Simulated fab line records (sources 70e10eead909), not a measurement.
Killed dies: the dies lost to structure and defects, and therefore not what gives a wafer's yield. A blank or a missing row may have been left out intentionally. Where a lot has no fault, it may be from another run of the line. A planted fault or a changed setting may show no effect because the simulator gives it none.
Problem report in the 8D (eight disciplines) form, filled by code -- flow nand_harc -- the parts of the form that need people (team, actions taken, sign-off) are left out

## 1. WHAT IS WRONG
killed_at_array at NHARC_END_SORT_01 reads a mean of 672 on 6 wafers of 2 lots; wafers without a fault read 56 with a standard deviation of 20. Relative to the usual mean, that is a shift of +31 standard deviations.
Earliest sighting: wafer L253.1 on prober-01 at day 30 22:01. The record has a number at this step for 7 wafers belonging to 3 lots. The rule behind "out" and "out of limits": a value lying over 4 standard deviations away from the usual mean. Any other wafer with a number is counted as sound.

## 2. WHAT IT IS; WHAT IT IS NOT
question,is,is not
which readings at this step,"killed_at_array, killed_dies","killed_at_periphery, killed_open, killed_short"
which lots,"L252, L253",L254
which wafers of those lots,all that have a number,-
read on which gauges,"prober-01, prober-02",-
when,from day 30 22:01,up to then (0 sound wafers); but 1 sound wafer of L254 came after

## 3. THE SUSPECTS, EACH WITH WHAT RULES IT OUT
Counting: a tool stays on the suspect list if, at a process step up to the reading, it processed all lots that are out and no sound lot following the first of them.
- the gauge at NHARC_END_SORT_01 has been ruled out. The wafers that are out were read on 2 gauges (prober-01, prober-02).
- lpcvd_poly-04 at NHARC_A_CHANNEL_FILL_D1_CVD_09 (deposits poly-Si, target thk 150 nm, time 3000 s): ruled out as a lasting fault. Sound lots L254 ran on it after its first lot that is out, L252 (day 17 10:02).
Left after counting: nothing in the record.

## 4. THE CAUSE (what the simulator had put in)
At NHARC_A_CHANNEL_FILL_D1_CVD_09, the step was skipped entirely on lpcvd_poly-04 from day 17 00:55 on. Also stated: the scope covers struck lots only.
Counting ruled it out, wrongly: the rule takes a fault to strike every lot that its tool runs from its start on, and this one did not.

## 5. THE CHAIN OF EFFECTS, in route order
Each row: a reading whose mean over the struck wafers that have a number lies more than 3 standard deviations from the usual. Scope: only readings with a usual standard deviation given in the record; hours: median across lots of the time from each lot's start at the first step in this table that gives one to its start at this step; sigmas: change in usual standard deviations.
hours,step,reading,usual,on struck wafers,change,sigmas
0,NHARC_END_SORT_01,killed_at_array,56,672,+616,+31
0,NHARC_END_SORT_01,killed_dies,61,677,+616,+29
Readings that are blank on the struck wafers while sound wafers have them: pressure_mtorr at NHARC_A_CHANNEL_FILL_D1_CVD_09; run_length_s at NHARC_A_CHANNEL_FILL_D1_CVD_09; zone_power_lower_pct at NHARC_A_CHANNEL_FILL_D1_CVD_09.

## 6. HOW IT WOULD HAVE BEEN CAUGHT EARLIER
The first out-of-limits reading at a measuring or inspecting step in this record came at day 30 22:01, 333 hours after the fault's start at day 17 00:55.
At NHARC_A_CHANNEL_FILL_D1_CVD_09 the tool's readings are blank on the struck wafers, where sound wafers have them: an empty tool record is the first sign, and it was there at once.
